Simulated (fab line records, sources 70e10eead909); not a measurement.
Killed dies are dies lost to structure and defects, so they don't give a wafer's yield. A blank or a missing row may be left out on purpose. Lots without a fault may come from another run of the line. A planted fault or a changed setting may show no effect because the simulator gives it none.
Chamber matching | flow nand_harc | NHARC_A_CHANNEL_FILL_D1_ALD_16 on ald_hk-02: 4 sister chambers
The step deposits SiO2, target thk 1.5 nm, pulse time 10 s, ald cycles 15. 8 wafers are shown with their chamber, then 10 later ones without.

WAFERS WITH THEIR CHAMBER
wafer  | chamber | heater_power_w (W) | precursor_pulse_height_rel
L919.2 | 1       | 519                | 1.002
L919.6 | 1       | 516                | 0.987
L921.5 | 0       | 425                | 1.037
L922.3 | 2       | 521                | 1.009
L922.4 | 0       | 430                | 0.979
L922.6 | 3       | 420                | 1.020
L924.2 | 2       | 515                | 1.005
L924.4 | 3       | 421                | 0.984

WAFERS WITHOUT THEIR CHAMBER
wafer  | heater_power_w (W) | precursor_pulse_height_rel
L924.5 | 524                | 0.974
L936.1 | 404                | 1.019
L936.3 | 512                | 1.039
L936.6 | 502                | 0.990
L937.1 | 516                | 1.004
L937.4 | 410                | 1.003
L937.5 | 493                | 1.015
L939.1 | 510                | 1.011
L939.3 | 415                | 0.990
L939.5 | 526                | 0.992

WHICH CHAMBER EACH WENT THROUGH
wafer  | from the rows above     | in truth
L924.5 | can't be placed: 1 or 2 | 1
L936.1 | 3                       | 3
L936.3 | can't be placed: 2 or 1 | 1
L936.6 | can't be placed: 1 or 2 | 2
L937.1 | can't be placed: 1 or 2 | 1
L937.4 | 3                       | 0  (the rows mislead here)
L937.5 | can't be placed: 1 or 2 | 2
L939.1 | can't be placed: 1 or 2 | 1
L939.3 | 3                       | 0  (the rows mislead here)
L939.5 | can't be placed: 2 or 1 | 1
Placed correctly: 1 of 10. Can't be placed from these rows: 7 (the true chamber is among the candidates in 7). Placed wrongly: 2.
How it was worked out, from the rows above alone: a wafer's distance from a chamber is the root of the sum, over the readings, of the square of ((its reading less the chamber's mean) divided by the reading's scatter). The wafer belongs to the nearest chamber; if the next one is less than 2 further off, it can't be placed. A chamber's mean is the mean of its shown wafers. The scatter: the root of (the sum of the squares of (reading less its chamber's mean) over the shown wafers, divided by (wafers less chambers)).
